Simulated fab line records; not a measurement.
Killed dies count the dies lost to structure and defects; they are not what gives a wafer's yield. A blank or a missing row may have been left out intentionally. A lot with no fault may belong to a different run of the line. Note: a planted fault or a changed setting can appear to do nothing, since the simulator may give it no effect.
Which of the tools did it?	flow n5-finfet	route of 1938 steps, sampled at 1 step: 12 lots, 36 wafers

== WHAT THE GAUGES SHOWED, per wafer ==
N5_BEOL_M5_INSPECT_30: inspects for defects (brightfield).
lot	measured	on	raw-defect-count
L074	day 8 08:55	defect-inspect-02	348 490 371
L077	day 8 16:37	defect-inspect-02	355 386 358
L079	day 9 15:10	defect-inspect-02	485 420 412
L082	day 10 05:47	defect-inspect-02	405 414 396
L083	day 10 19:37	defect-inspect-01	333 390 410
L084	day 11 05:11	defect-inspect-02	409 391 377
L087	day 11 11:14	defect-inspect-01	351 258 376
L089	day 12 01:17	defect-inspect-02	584 360 582
L092	day 12 14:25	defect-inspect-02	560 542 527
L093	day 13 03:10	defect-inspect-02	651 603 742
L095	day 13 16:08	defect-inspect-01	565 554 518
L097	day 14 16:07	defect-inspect-02	397 390 582

== TOOL THAT RAN EACH LOT (tool first, then ch and the chambers of the sampled wafers, then the start) ==
No process step before these readings appears in the record.

== THE ANSWER, worked out from the rows above alone ==
Rule: usual is defined by the lots themselves. Put in order of their means at a reading, lots are off if they are a third of the lots or fewer, leave a main group of 4 or more, and stand apart from it by a gap of 3 or more times the standard deviation of the main group's means; of several such gaps the widest counts. A main group is skipped when, at the precision printed for the reading in the tables above, its means are all equal. Also off: a lot with no number at a reading for which 4 or more lots have one. Where the step has rows for the other lots, those lots are counted as sound.
Nothing can be told from this: no lot is off at any reading shown.

== WHAT HAD BEEN PUT IN BY THE SIMULATOR ==
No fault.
